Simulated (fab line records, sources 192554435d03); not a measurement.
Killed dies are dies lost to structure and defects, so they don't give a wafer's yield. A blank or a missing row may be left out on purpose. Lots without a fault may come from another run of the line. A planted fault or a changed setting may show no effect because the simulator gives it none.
fab line records | flow n5_finfet
record lots=7 wafers=21
route steps=1938 shown BEOL_M7@1270 BEOL_M8@1362 BEOL_M9@1446
start_h: hours from the record's first day to the start of the lot's first wafer shown | wait_h: hours since the lot's step before | " the same as in the row above | L1.1+2: a row that stands for several wafers | - no value, or no start given | * or withheld: withheld | < > ~ a bound
route shown NAME@n: a module of which the file shows steps, and the number in the route of the first | usual: mean/standard deviation of fault-free wafers | same: alike in all rows | chamber/n: place in a boat | sites: the reading at each site | _std_site: their standard deviation | _edge_site: outer sites' mean less inner sites' | radius_mm: how far each site lies from the wafer's centre | mask NAME#n: copy n | behind: the tool/chamber that last shaped the wafer | hold: why the lot was held/for how many hours/how that ended | device: the transistor (n, p or np) that didn't switch | end of line: the same wafers' tests at the end of the route | a step without rows: its recipe alone | killed: dies lost to structure and defects at the first sort, not the wafer's yield | map: a wafer's dies, x killed, . not, _ none there
set.NAME: the setting as run; set.NAME@STEP: as run at that earlier step | model.NAME: the simulator's own value behind a step, which no gauge read
lots whose settings were changed on purpose; a table a step, a row a wafer
## steps
# step N5_BEOL_M7_COAT_05
# recipe resist=CAR-ArF spin_rpm=1500 resist_thk_nm=90
# columns lot.wafer tool chamber start_h wait_h set.spin_rpm model.CAR-ArF_of_BEOL_M7_COAT_05.thk_nm
L075.1+4 litho_track-01 0 - - 1626 86.2
L075.2 " 0 " " 1500 89.8
L086.2 litho_track-01 0 - - 1500 90
L086.3 " 0 " " 1500 89.8
L086.4 " 0 " " 1500 90.2
L087.2 litho_track-03 0 - - 1393 93.8
L087.4 " 0 " " 1393 93.2
L087.5 " 0 " " 1393 93.4
L090.1 litho_track-04 0 - - 1500 89.8
L090.3+4 " 0 " " 1500 90
L092.2 litho_track-01 0 - - 1500 90.2
L092.3 " 0 " " 1597 87.2
L092.5 " 0 " " 1597 87.4
L091.1 litho_track-03 0 - - 1544 88.8
L091.3 " 0 " " 1544 88.6
L091.5 " 0 " " 1500 90
L093.1 litho_track-04 0 - - 1410 93
L093.4 " 0 " " 1500 89.8
L093.5 " 0 " " 1500 90.2
# step N5_BEOL_M7_EBR_07
# recipe solvent=PGMEA ebr_width_mm=1.5
# step N5_BEOL_M7_SOFTBAKE_06
# recipe temp_c=110 time_s=60 resist=CAR-ArF
# step N5_BEOL_M7_EXPOSE_08
# recipe mask_id=M7 na=1.35 source_shape=dipole sigma_inner=0.817 sigma_outer=0.97 polarization=te dose_mj=68.25
# step N5_BEOL_M7_PEB_09
# recipe peb_temp_c=withheld peb_time_s=60 resist=CAR-ArF
# step N5_BEOL_M7_DEVELOP_10
# recipe develop_time_s=30 developer=TMAH resist=CAR-ArF rinse_liquid=diw dry=air_spin dev_temp_c=23
# columns lot.wafer tool chamber start_h wait_h set.spin_rpm@BEOL_M7_COAT_05 model.CAR-ArF_of_BEOL_M7_COAT_05.thk_nm
L075.1 litho_track-04 0 - - 1626 84.4
L075.2 " 0 " " 1500 88.2
L075.4 " 0 " " 1626 84.6
L086.2+3 litho_track-04 0 - - 1500 88.2
L086.4 " 0 " " 1500 88.4
L087.2 litho_track-04 0 - - 1393 92
L087.4 " 0 " " 1393 91.4
L087.5 " 0 " " 1393 91.6
L090.1+3+4 litho_track-04 0 - - 1500 88.2
L092.2 litho_track-03 0 - - 1500 88.4
L092.3 " 0 " " 1597 85.4
L092.5 " 0 " " 1597 85.8
L091.1 litho_track-03 0 - - 1544 87.2
L091.3 " 0 " " 1544 87
L091.5 " 0 " " 1500 88.4
L093.1 litho_track-04 0 - - 1410 91.4
L093.4 " 0 " " 1500 88
L093.5 " 0 " " 1500 88.4
# step N5_BEOL_M7_DESCUM_16
# recipe chemistry=O2 time_s=7.9 source_power_w=50 bias_power_w=20 pressure_mtorr=20 rf_frequency_hz=2.712e+07 temp_c=40 resist=CAR-ArF o2_flow_sccm=225
# columns lot.wafer tool chamber start_h wait_h set.spin_rpm@BEOL_M7_COAT_05 model.CAR-ArF_of_BEOL_M7_COAT_05.thk_nm
L075.1+4 rie_diel-02 0,1 214.00 2.3 1626 79.6
L075.2 " 3 " " 1500 83.2
L086.2+3 rie_diel-05 0,1 297.12 0.3 1500 83.4
L086.4 " 3 " " 1500 83.6
L087.2 rie_diel-04 0 300.55 0.1 1393 87.2
L087.4 " 3 " " 1393 86.6
L087.5 " 3 " " 1393 86.8
L090.1+4 rie_diel-04 0,3 311.09 0.0 1500 83.4
L090.3 " 1 " " 1500 83.6
L092.2 rie_diel-02 2 311.73 0.3 1500 83.6
L092.3 " 1 " " 1597 80.6
L092.5 " 2 " " 1597 81
L091.1 rie_diel-02 0 317.75 0.5 1544 82.4
L091.3 " 1 " " 1544 82.2
L091.5 " 1 " " 1500 83.4
L093.1 rie_diel-04 3 322.49 0.0 1410 86.4
L093.4 " 2 " " 1500 83.2
L093.5 " 3 " " 1500 83.6
# step N5_BEOL_M7_VIA_ETCH_34
# recipe chemistry=C4F6/O2 target=SiCOH_lowk target_depth_a=1255 mask_material=SOC taper_deg=4 time_s=50.5 ion_energy_ev=250 pressure_mtorr=30 source_w=345 bias_w=185 Ar_flow_sccm=300 C4F6_flow_sccm=10 O2_flow_sccm=10
# columns lot.wafer tool chamber start_h wait_h set.time_s model.etch.depth_nm model.SOC_of_BEOL_M7_COAT_63.thk_nm
L075.1 rie_diel-02 1 217.48 0.0 44.19 112.6 54.4
L075.2 " 0 " " 50.5 125.1 53.8
L075.4 " 3 " " 44.19 113.2 54.6
L086.2 rie_diel-05 1 298.25 0.0 50.5 121.4 54.2
L086.3 " 3 " " 50.5 126.9 53.8
L086.4 " 0 " " 50.5 127.5 54.2
L087.2 rie_diel-05 1 303.34 0.0 50.5 122.6 53.8
L087.4 " 2 " " 59.04 148 53
L087.5 " 1 " " 59.04 142.3 53
L090.1 rie_diel-05 1 316.96 0.0 45.41 109 54.8
L090.3 " 0 " " 50.5 126.5 54.2
L090.4 " 2 " " 45.41 111.9 54.6
L092.2 rie_diel-05 3 317.36 0.0 50.5 125.6 53.6
L092.3 " 1 " " 58.31 140.2 52.8
L092.5 " 3 " " 50.5 127.6 53.6
L091.1 rie_diel-02 1 319.06 0.0 50.5 129.4 53.8
L091.3 " 2 " " 54.34 135.4 53.4
L091.5 " 1 " " 50.5 128.3 54
L093.1 rie_diel-02 2 324.89 0.0 47.57 116.7 54.6
L093.4 " 3 " " 47.57 120.2 54.2
L093.5 " 0 " " 50.5 124.3 53.8
# step N5_BEOL_M8_EXPOSE_25
# recipe mask_id=V7 na=0.33 source_shape=annular sigma_inner=0.4 sigma_outer=0.8 polarization=unpolarized target_cd_nm=40 dose_mj=42.5
# columns lot.wafer tool chamber start_h wait_h mask set.dose_mj
L075.1+2 euv_scanner-01 0 228.18 - V7#0 40.05
L075.4 " 0 " " V7#0 42.5
L086.2+3+4 euv_scanner-01 0 305.59 - V7#0 42.5
L087.2+5 euv_scanner-02 0 309.42 - V7#0 42.5
L087.4 " 0 " " V7#0 41.22
L092.2+3 euv_scanner-01 0 324.30 - V7#0 42.5
L092.5 " 0 " " V7#0 40.59
L090.1+3+4 euv_scanner-02 0 324.46 - V7#0 42.5
L091.1 euv_scanner-01 0 326.97 - V7#0 42.5
L091.3+5 " 0 " " V7#0 40.55
L093.1+4 euv_scanner-02 0 333.91 - V7#0 44.19
L093.5 " 0 " " V7#0 42.5
# step N5_BEOL_M8_PEB_26
# recipe peb_temp_c=100 peb_time_s=60 resist=CAR-EUV
# step N5_BEOL_M8_DEVELOP_27
# recipe develop_time_s=30 developer=TMAH resist=CAR-EUV rinse_liquid=surfactant_rinse dry=air_spin dev_temp_c=23
# step N5_BEOL_M8_CD_MEAS_28
# recipe target_cd_nm=40 landing_energy_ev=500 detector=se_inlens
# usual cd_nm=40.05/0.23
# columns lot.wafer tool chamber start_h wait_h set.dose_mj@BEOL_M8_EXPOSE_25 cd_nm
L075.1 cd_sem-02 0 228.32 - 40.05 38.99
L075.2 " 0 " " 40.05 38.91
L075.4 " 0 " " 42.5 40.48
L086.2 cd_sem-03 0 305.72 - 42.5 40.31
L086.3 " 0 " " 42.5 40.03
L086.4 " 0 " " 42.5 39.77
L087.2 cd_sem-03 0 309.54 - 42.5 39.69
L087.4 " 0 " " 41.22 39.25
L087.5 " 0 " " 42.5 39.95
L092.2 cd_sem-02 0 324.42 - 42.5 39.91
L092.3 " 0 " " 42.5 40.20
L092.5 " 0 " " 40.59 39.03
L090.1 cd_sem-01 0 324.59 - 42.5 39.86
L090.3 " 0 " " 42.5 40.01
L090.4 " 0 " " 42.5 39.93
L091.1 cd_sem-02 0 327.11 - 42.5 40.01
L091.3 " 0 " " 40.55 38.96
L091.5 " 0 " " 40.55 38.91
L093.1 cd_sem-03 0 334.04 - 44.19 41.31
L093.4 " 0 " " 44.19 40.72
L093.5 " 0 " " 42.5 40.04
# step N5_BEOL_M8_DESCUM_33
# recipe chemistry=O2 time_s=7 source_power_w=50 bias_power_w=20 pressure_mtorr=20 rf_frequency_hz=2.712e+07 temp_c=40 resist=CAR-EUV o2_flow_sccm=225
# columns lot.wafer tool chamber start_h wait_h set.dose_mj@BEOL_M8_EXPOSE_25 model.BEOL_M8.cd_nm
L075.1+2 rie_diel-01 1,0 228.97 0.6 40.05 38.6
L075.4 " 2 " " 42.5 40.2
L086.2 rie_diel-03 1 306.04 0.2 42.5 40.2
L086.3 " 2 " " 42.5 40.4
L086.4 " 0 " " 42.5 40
L087.2+5 rie_diel-06 2,1 309.69 0.1 42.5 40
L087.4 " 1 " " 41.22 39.4
L092.2+3 rie_diel-06 0,1 324.58 0.1 42.5 40
L092.5 " 0 " " 40.59 38.8
L090.1 rie_diel-06 0 325.58 0.9 42.5 39.8
L090.3+4 " 2,1 " " 42.5 40.2
L091.1 rie_diel-01 0 327.46 0.3 42.5 39.8
L091.3 " 3 " " 40.55 39
L091.5 " 1 " " 40.55 38.8
L093.1+4 rie_diel-06 2,1 334.40 0.3 44.19 41
L093.5 " 2 " " 42.5 40
# step N5_BEOL_M8_ETCH_72
# recipe chemistry=N2/H2 target=underlayer target_depth_a=65 mask_material=CAR-EUV time_s=5.2 ion_energy_ev=200 pressure_mtorr=30 source_w=840 bias_w=150 n2_flow_sccm=200 h2_flow_sccm=200 ends=cleared
# step N5_BEOL_M8_ETCH_65
# recipe chemistry=CF4 target=SiARC target_depth_a=156 mask_material=CAR-EUV time_s=26 ion_energy_ev=80 pressure_mtorr=40 source_w=545 bias_w=36 Ar_flow_sccm=100 cf4_flow_sccm=100 ends=cleared
# columns lot.wafer tool chamber start_h wait_h set.dose_mj@BEOL_M8_EXPOSE_25 model.BEOL_M8.cd_nm
L075.1+2 rie_diel-01 1,0 229.02 0.0 40.05 38.6
L075.4 " 2 " " 42.5 40.2
L086.2 rie_diel-03 1 306.09 0.0 42.5 40.2
L086.3 " 2 " " 42.5 40.6
L086.4 " 0 " " 42.5 40
L087.2 rie_diel-06 2 309.74 0.0 42.5 39.8
L087.4 " 1 " " 41.22 39.6
L087.5 " 1 " " 42.5 40.2
L092.2 rie_diel-06 0 324.63 0.0 42.5 40
L092.3 " 1 " " 42.5 40.2
L092.5 " 0 " " 40.59 38.8
L090.1 rie_diel-06 0 325.63 0.0 42.5 39.8
L090.3 " 2 " " 42.5 40.2
L090.4 " 1 " " 42.5 40.4
L091.1 rie_diel-01 0 327.51 0.0 42.5 39.8
L091.3+5 " 3,1 " " 40.55 39
L093.1 rie_diel-06 2 334.45 0.0 44.19 40.8
L093.4 " 1 " " 44.19 41
L093.5 " 2 " " 42.5 40
# step N5_BEOL_M8_ETCH_66
# recipe chemistry=N2/H2 target=SOC target_depth_a=800 overetch_a=160 mask_material=SiARC temp_c=40 time_s=120 ion_energy_ev=200 pressure_mtorr=30 source_w=840 bias_w=150 n2_flow_sccm=200 h2_flow_sccm=200
# columns lot.wafer tool chamber start_h wait_h set.dose_mj@BEOL_M8_EXPOSE_25 model.BEOL_M8.cd_nm
L075.1+2 rie_diel-01 1,0 229.05 0.0 40.05 38.4
L075.4 " 2 " " 42.5 40
L086.2+3 rie_diel-03 1,2 306.12 0.0 42.5 40.4
L086.4 " 0 " " 42.5 40.2
L087.2 rie_diel-06 2 309.76 0.0 42.5 39.6
L087.4 " 1 " " 41.22 39.6
L087.5 " 1 " " 42.5 40
L092.2 rie_diel-06 0 324.66 0.0 42.5 39.8
L092.3 " 1 " " 42.5 40
L092.5 " 0 " " 40.59 38.8
L090.1 rie_diel-06 0 325.66 0.0 42.5 39.6
L090.3 " 2 " " 42.5 39.8
L090.4 " 1 " " 42.5 40.2
L091.1 rie_diel-01 0 327.54 0.0 42.5 39.8
L091.3+5 " 3,1 " " 40.55 39.2
L093.1 rie_diel-06 2 334.48 0.0 44.19 40.6
L093.4 " 1 " " 44.19 41
L093.5 " 2 " " 42.5 39.8
# step N5_BEOL_M8_VIA_ETCH_34
# recipe chemistry=C4F6/O2 target=SiCOH_lowk target_depth_a=1255 mask_material=SOC taper_deg=4 time_s=50.5 ion_energy_ev=250 pressure_mtorr=30 source_w=345 bias_w=185 Ar_flow_sccm=300 C4F6_flow_sccm=10 O2_flow_sccm=10
# columns lot.wafer tool chamber start_h wait_h set.source_w set.dose_mj@BEOL_M8_EXPOSE_25 model.BEOL_M8.cd_nm
L075.1 rie_diel-01 1 229.15 0.0 345 40.05 38.4
L075.2 " 0 " " 345 40.05 38.6
L075.4 " 2 " " 345 42.5 40.2
L086.2+3 rie_diel-03 1,2 306.22 0.0 345 42.5 40.4
L086.4 " 0 " " 345 42.5 40.2
L087.2 rie_diel-06 2 309.87 0.0 298.7 42.5 39.6
L087.4 " 1 " " 298.7 41.22 39.6
L087.5 " 1 " " 345 42.5 40.2
L092.2 rie_diel-06 0 324.76 0.0 345 42.5 39.6
L092.3 " 1 " " 345 42.5 40
L092.5 " 0 " " 404.3 40.59 38.6
L090.1 rie_diel-06 0 325.76 0.0 378.5 42.5 39.4
L090.3 " 2 " " 345 42.5 39.8
L090.4 " 1 " " 345 42.5 40.2
L091.1 rie_diel-01 0 327.64 0.0 345 42.5 39.6
L091.3 " 3 " " 345 40.55 39
L091.5 " 1 " " 345 40.55 39.2
L093.1 rie_diel-06 2 334.58 0.0 345 44.19 40.8
L093.4 " 1 " " 345 44.19 41
L093.5 " 2 " " 345 42.5 39.8
# step N5_BEOL_M9_TRENCH_ETCH_37
# recipe chemistry=C4F6/O2 target_depth_a=1514.3 target=SiCOH_lowk time_s=49 ion_energy_ev=250 pressure_mtorr=30 source_w=345 bias_w=185 Ar_flow_sccm=300 C4F6_flow_sccm=10 O2_flow_sccm=10
# columns lot.wafer tool chamber start_h wait_h set.time_s model.etch.depth_nm model.BEOL_M9.feature_depth_nm model.TiN_of_BEOL_M9_HM_DEP_02.thk_nm
L075.1 rie_diel-02 2 - - 39.95 123.3 123.2 16.6
L075.2 " 3 " " 39.95 125.6 125.6 16.8
L075.4 " 1 " " 49 155.5 155.6 15.6
L086.2 rie_diel-02 0 - - 49 148.8 148.8 15.8
L086.3 " 1 " " 49 154.7 154.6 15.8
L086.4 " 2 " " 49 151.1 151 15.8
L087.2 rie_diel-05 2 - - 43.27 133.1 133 16
L087.4 " 1 " " 43.27 128.7 128.6 16.2
L087.5 " 0 " " 49 151.5 151.4 15.4
L092.2 rie_diel-04 3 - - 49 153.1 153.2 15.8
L092.3 " 0 " " 59.62 188.1 188.2 14.8
L092.5 " 3 " " 59.62 183.5 183.6 14.8
L090.1 rie_diel-05 1 - - 40.65 121.6 121.6 16.8
L090.3 " 2 " " 40.65 125.6 125.6 16.8
L090.4 " 3 " " 49 152.7 152.8 16
L091.1 rie_diel-05 0 - - 49 152.8 152.8 15.6
L091.3 " 2 " " 49 151.6 151.6 15.6
L091.5 " 1 " " 59.57 178.8 178.8 15
L093.1 rie_diel-02 1 - - 49 157.4 157.4 15.6
L093.4 " 3 " " 43.39 137.6 137.6 16
L093.5 " 2 " " 43.39 134.9 134.8 16.2
# step N5_BEOL_M9_ETCH_41
# recipe chemistry=CH3F/O2 target=SiCN target_depth_a=366 taper_deg=2 time_s=70.1 ion_energy_ev=120 mask_material=TiN pressure_mtorr=30 source_w=395 bias_w=75 Ar_flow_sccm=150 CH3F_flow_sccm=30 O2_flow_sccm=20
# step N5_BEOL_M9_STRIP_80
# recipe chemistry=N2/H2 time_s=10 power_w=450 temp_c=40 pressure_mtorr=20 rf_frequency_hz=6e+07 bias_power_w=7 n2_flow_sccm=200 h2_flow_sccm=200
# step N5_BEOL_M9_OCD_MEAS_38
# usual trench_depth_nm=152.0/2.7
# columns lot.wafer tool chamber start_h wait_h set.time_s@BEOL_M9_TRENCH_ETCH_37 trench_depth_nm
L075.1 ocd-02 - 236.41 - 39.95 123.2
L075.2 " - " " 39.95 126.3
L075.4 " - " " 49 155.6
L086.2 ocd-02 - 317.04 - 49 148.6
L086.3 " - " " 49 154.2
L086.4 " - " " 49 151.4
L087.2 ocd-02 - 319.61 - 43.27 133.2
L087.4 " - " " 43.27 128.9
L087.5 " - " " 49 151.4
L092.2 ocd-01 - 331.01 - 49 153.1
L092.3 " - " " 59.62 188.3
L092.5 " - " " 59.62 183.2
L090.1 ocd-02 - 335.30 - 40.65 121.0
L090.3 " - " " 40.65 125.7
L090.4 " - " " 49 152.9
L091.1 ocd-01 - 336.39 - 49 152.8
L091.3 " - " " 49 151.6
L091.5 " - " " 59.57 178.8
L093.1 ocd-01 - 344.24 - 49 157.5
L093.4 " - " " 43.39 137.7
L093.5 " - " " 43.39 135.5
# step N5_BEOL_M9_HM_STRIP_39
# recipe chemistry=peroxide_tin_strip material=TiN target_depth_a=250 temp_c=50 time_s=158
# step N5_BEOL_M9_SRD_40
# recipe time_s=30 temp_c=23 rinse_liquid=diw dry=ipa_marangoni
# step N5_BEOL_M9_ECD_50
# recipe material=Cu target_thk_a=3180
# step N5_BEOL_M9_ANNEAL_51
# recipe temp_c=225 time_s=90 ambient=N2
# step N5_BEOL_M9_CMP_52
# recipe stop_on=SiCOH_lowk t_overpolish_s=7 down_force_psi=1 platen_rpm=50 clearing_platen_down_force_psi=1.5 clearing_platen_rpm=50 post_cmp_clean=cu_alkaline target_thk_nm=140 clearing_platen_pad_velocity_m_s=0.99484 pad_velocity_m_s=0.99484
# columns lot.wafer tool chamber start_h wait_h set.time_s@BEOL_M9_TRENCH_ETCH_37 model.Cu_of_BEOL_M9_ECD_50.thk_nm
L075.2 cmp-04 3 239.80 0.2 39.95 112.6
L075.4 " 0 " " 49 144.2
L075.1 " 1 " " 39.95 111.2
L086.4 cmp-01 1 318.77 0.1 49 139
L086.2 " 3 " " 49 136.8
L086.3 " 0 " " 49 141.4
L087.4 cmp-01 0 321.55 0.1 43.27 117.8
L087.2 " 1 " " 43.27 121.2
L087.5 " 1 " " 49 141.6
L092.3 cmp-02 3 332.69 0.2 59.62 176
L092.2 " 2 " " 49 143
L092.5 " 0 " " 59.62 171.6
L090.1 cmp-02 2 338.15 0.3 40.65 111
L090.4 " 3 " " 49 140
L090.3 " 1 " " 40.65 112.8
L091.1 cmp-01 2 338.66 0.3 49 139
L091.3 " 0 " " 49 138.8
L091.5 " 1 " " 59.57 166.8
L093.4 cmp-02 1 346.39 0.3 43.39 125.8
L093.1 " 2 " " 49 146.8
L093.5 " 0 " " 43.39 123.8
# step N5_BEOL_M9_THK_MEAS_53
# recipe thk_meas_gauge=xrf reads=Cu_of_BEOL_M9_ECD_50
# usual M9_THK=140.4/2.7
# columns lot.wafer tool chamber start_h wait_h set.time_s@BEOL_M9_TRENCH_ETCH_37 M9_THK[nm]
L075.1 film_metro-01 - 240.05 - 39.95 111.3
L075.2 " - " " 39.95 113.2
L075.4 " - " " 49 145.0
L086.2 film_metro-01 - 319.07 - 49 137.5
L086.3 " - " " 49 142.9
L086.4 " - " " 49 139.9
L087.2 film_metro-02 - 321.84 - 43.27 121.0
L087.4 " - " " 43.27 118.2
L087.5 " - " " 49 141.3
L092.2 film_metro-01 - 332.98 - 49 142.9
L092.3 " - " " 59.62 176.2
L092.5 " - " " 59.62 171.6
L090.1 film_metro-02 - 338.44 - 40.65 110.7
L090.3 " - " " 40.65 113.3
L090.4 " - " " 49 140.2
L091.1 film_metro-01 - 338.92 - 49 140.7
L091.3 " - " " 49 140.4
L091.5 " - " " 59.57 168.5
L093.1 film_metro-01 - 346.61 - 49 146.4
L093.4 " - " " 43.39 125.9
L093.5 " - " " 43.39 123.7
# step N5_BEOL_M9_PRE_CLEAN_55
# recipe gas=NH3 time_s=15 temp_c=withheld rf_power_w=300
# step N5_BEOL_M9_DEP_56
# recipe material=SiCN target_thk_a=150 temp_c=withheld precursor=3MS/NH3 pressure_torr=3 rf_w=202 time_s=26.5
# step N5_BEOL_M9_RS_MEAS_57
# recipe thk_meas_gauge=four-point-probe reads=Cu_of_BEOL_M9_ECD_50+Co_of_BEOL_M9_CVD_78+TaN_of_BEOL_M9_ALD_74
# usual M9_RS=0.150/0.0032
# columns lot.wafer tool chamber start_h wait_h set.time_s@BEOL_M9_TRENCH_ETCH_37 M9_RS[ohm/sq]
L075.1 film_metro-02 - 240.19 0.1 39.95 0.194
L075.2 " - " " 39.95 0.192
L075.4 " - " " 49 0.146
L086.2 film_metro-02 - 319.21 0.1 49 0.155
L086.3 " - " " 49 0.149
L086.4 " - " " 49 0.152
L087.2 film_metro-02 - 321.98 0.1 43.27 0.177
L087.4 " - " " 43.27 0.183
L087.5 " - " " 49 0.149
L092.2 film_metro-01 - 333.15 0.1 49 0.147
L092.3 " - " " 59.62 0.118
L092.5 " - " " 59.62 0.121
L090.1 film_metro-02 - 338.58 0.1 40.65 0.196
L090.3 " - " " 40.65 0.192
L090.4 " - " " 49 0.151
L091.1 film_metro-02 - 339.05 0.1 49 0.152
L091.3 " - " " 49 0.152
L091.5 " - " " 59.57 0.124
L093.1 film_metro-01 - 346.74 0.1 49 0.143
L093.4 " - " " 43.39 0.170
L093.5 " - " " 43.39 0.173
## key
split step=N5_BEOL_M7_COAT_05 setting=spin_rpm stated=1500 by=wafer
response step=N5_BEOL_M7_COAT_05 reading=model.CAR-ArF_of_BEOL_M7_COAT_05.thk_nm change=-0.451 per=1% r=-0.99
response step=N5_BEOL_M7_DEVELOP_10 reading=model.CAR-ArF_of_BEOL_M7_COAT_05.thk_nm change=-0.46 per=1% r=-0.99
response step=N5_BEOL_M7_DESCUM_16 reading=model.CAR-ArF_of_BEOL_M7_COAT_05.thk_nm change=-0.443 per=1% r=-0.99
split step=N5_BEOL_M7_VIA_ETCH_34 setting=time_s stated=50.5 by=wafer
response step=N5_BEOL_M7_VIA_ETCH_34 reading=model.etch.depth_nm change=+1.13 per=1% r=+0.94
response step=N5_BEOL_M7_VIA_ETCH_34 reading=model.SOC_of_BEOL_M7_COAT_63.thk_nm change=-0.0537 per=1% r=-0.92
split step=N5_BEOL_M8_EXPOSE_25 setting=dose_mj stated=42.5 by=wafer
response step=N5_BEOL_M8_CD_MEAS_28 reading=cd_nm change=+0.241 per=1% r=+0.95
response step=N5_BEOL_M8_DESCUM_33 reading=model.BEOL_M8.cd_nm change=+0.247 per=1% r=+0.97
response step=N5_BEOL_M8_ETCH_65 reading=model.BEOL_M8.cd_nm change=+0.237 per=1% r=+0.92
response step=N5_BEOL_M8_ETCH_66 reading=model.BEOL_M8.cd_nm change=+0.216 per=1% r=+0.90
response step=N5_BEOL_M8_VIA_ETCH_34 reading=model.BEOL_M8.cd_nm change=+0.229 per=1% r=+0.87
split step=N5_BEOL_M8_VIA_ETCH_34 setting=source_w stated=345 by=wafer
response none clear
split step=N5_BEOL_M9_TRENCH_ETCH_37 setting=time_s stated=49 by=wafer
response step=N5_BEOL_M9_TRENCH_ETCH_37 reading=model.etch.depth_nm change=+1.55 per=1% r=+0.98
response step=N5_BEOL_M9_TRENCH_ETCH_37 reading=model.BEOL_M9.feature_depth_nm change=+1.55 per=1% r=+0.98
response step=N5_BEOL_M9_TRENCH_ETCH_37 reading=model.TiN_of_BEOL_M9_HM_DEP_02.thk_nm change=-0.045 per=1% r=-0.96
response step=N5_BEOL_M9_OCD_MEAS_38 reading=trench_depth_nm change=+1.54 per=1% r=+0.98
response step=N5_BEOL_M9_CMP_52 reading=model.Cu_of_BEOL_M9_ECD_50.thk_nm change=+1.56 per=1% r=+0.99
response step=N5_BEOL_M9_THK_MEAS_53 reading=M9_THK change=+1.56 per=1% r=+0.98
response step=N5_BEOL_M9_RS_MEAS_57 reading=M9_RS change=-0.00191 per=1% r=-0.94
